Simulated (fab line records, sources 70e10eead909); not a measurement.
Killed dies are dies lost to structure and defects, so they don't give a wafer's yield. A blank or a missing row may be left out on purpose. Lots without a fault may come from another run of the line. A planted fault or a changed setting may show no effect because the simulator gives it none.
Chamber matching | flow nand_harc | NHARC_A_CHANNEL_FILL_D1_ALD_25 on ald_hk-01: 4 sister chambers
The step deposits SiOx, target thk 60 nm, pulse time 10 s, ald cycles 600. 18 wafers are shown with their chamber, then 9 later ones without.

WAFERS WITH THEIR CHAMBER
wafer  | chamber | heater_power_w (W) | precursor_pulse_height_rel
L075.1 | 0       | 469                | 0.997
L075.2 | 1       | 550                | 1.007
L075.5 | 2       | 366                | 0.972
L076.3 | 0       | 462                | 0.985
L076.2 | 2       | 366                | 1.022
L076.5 | 0       | 462                | 0.985
L083.3 | 1       | 550                | 0.992
L083.2 | 0       | 463                | 0.994
L083.6 | 2       | 382                | 1.005
L084.1 | 1       | 527                | 1.010
L084.3 | 0       | 473                | 0.984
L084.6 | 0       | 469                | 0.991
L089.2 | 3       | 506                | 1.018
L089.4 | 2       | 379                | 0.977
L089.5 | 3       | 509                | 0.970
L091.1 | 3       | 509                | 0.984
L091.3 | 0       | 462                | 0.984
L091.5 | 3       | 500                | 1.003

SIGNATURES (means of the wafers above)
reading                    | chamber 0 | chamber 1 | chamber 2 | chamber 3 | scatter within a chamber
heater_power_w             | 465.71    | 542.33    | 373.25    | 506.00    | 7.29
precursor_pulse_height_rel | 0.98857   | 1.00300   | 0.99400   | 0.99375   | 0.0155
Rule: a wafer's distance from a chamber is the root of the sum, over the readings, of the square of ((its reading less the chamber's mean) divided by the reading's scatter). The wafer belongs to the nearest chamber; if the next one is less than 2 further off, it can't be placed. The scatter: the root of (the sum of the squares of (reading less its chamber's mean) over the shown wafers, divided by (wafers less chambers)).

WAFERS WITHOUT THEIR CHAMBER
wafer  | heater_power_w (W) | precursor_pulse_height_rel
L095.4 | 510                | 0.971
L095.5 | 383                | 0.985
L095.6 | 509                | 1.017
L094.1 | 548                | 0.994
L094.2 | 397                | 1.015
L094.3 | 480                | 1.005
L094.4 | 505                | 1.022
L094.5 | 514                | 1.018
L094.6 | 379                | 0.995

WHICH CHAMBER EACH WENT THROUGH
wafer  | from the rows above     | in truth
L095.4 | 3                       | 3
L095.5 | 2                       | 2
L095.6 | 3                       | 3
L094.1 | 1                       | 1
L094.2 | 2                       | 2
L094.3 | can't be placed: 0 or 3 | 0
L094.4 | 3                       | 3
L094.5 | 3                       | 3
L094.6 | 2                       | 2
Placed correctly: 8 of 9. Can't be placed from these rows: 1 (the true chamber is among the candidates in 1). Placed wrongly: 0.
